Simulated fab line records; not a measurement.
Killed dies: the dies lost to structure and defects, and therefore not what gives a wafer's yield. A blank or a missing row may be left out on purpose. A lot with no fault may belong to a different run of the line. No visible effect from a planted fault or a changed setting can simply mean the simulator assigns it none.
Matching of chambers / flow nand harc / NHARC_A_STAIRCASE_DESCUM_186 on rie diel-13: 4 sister chambers
The step chemistry O2, time 3 s. 4 wafers are shown with their chamber, then 12 later ones without.

WAFERS, EACH WITH ITS CHAMBER
wafer=L089.1; chamber=1; drypump motor current A (A)=5.6
wafer=L091.1; chamber=3; drypump motor current A (A)=4.9
wafer=L091.2; chamber=0; drypump motor current A (A)=5.3
wafer=L091.6; chamber=2; drypump motor current A (A)=5.4

WAFERS WHOSE CHAMBER IS MISSING
wafer=L093.1; drypump motor current A (A)=5.3
wafer=L093.2; drypump motor current A (A)=5.6
wafer=L093.4; drypump motor current A (A)=5.4
wafer=L093.3; drypump motor current A (A)=5.0
wafer=L093.5; drypump motor current A (A)=5.6
wafer=L093.6; drypump motor current A (A)=5.4
wafer=L095.2; drypump motor current A (A)=5.2
wafer=L095.4; drypump motor current A (A)=5.5
wafer=L095.5; drypump motor current A (A)=4.9
wafer=L096.1; drypump motor current A (A)=5.4
wafer=L096.3; drypump motor current A (A)=5.6
wafer=L096.4; drypump motor current A (A)=5.2

THE CHAMBER EACH PASSED THROUGH
wafer=L093.1; from the rows above=can't be placed: 0 or 2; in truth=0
wafer=L093.2; from the rows above=1; in truth=1
wafer=L093.4; from the rows above=can't be placed: 2 or 0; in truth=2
wafer=L093.3; from the rows above=3; in truth=3
wafer=L093.5; from the rows above=1; in truth=1
wafer=L093.6; from the rows above=can't be placed: 2 or 0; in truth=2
wafer=L095.2; from the rows above=can't be placed: 0 or 2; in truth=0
wafer=L095.4; from the rows above=can't be placed: 1 or 2 or 0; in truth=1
wafer=L095.5; from the rows above=3; in truth=3
wafer=L096.1; from the rows above=can't be placed: 2 or 0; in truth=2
wafer=L096.3; from the rows above=1; in truth=1
wafer=L096.4; from the rows above=can't be placed: 0 or 2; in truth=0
Correctly placed: 5 of 12. Can't be placed from these rows: 7 (the true chamber is among the candidates in 7). Placed wrongly: 0.
How it was worked out, from the rows above alone: a wafer's distance from a chamber is the root of the sum, over the readings, of the square of ((its reading less the chamber's mean) divided by the reading's scatter). The wafer belongs to the nearest chamber; if the next one is less than 2 further off, it can't be placed. A chamber's mean is the mean of its shown wafers. The scatter (one wafer shown for each chamber): square how far every hidden wafer sits from the nearest shown wafer, average those squares and take the square root.
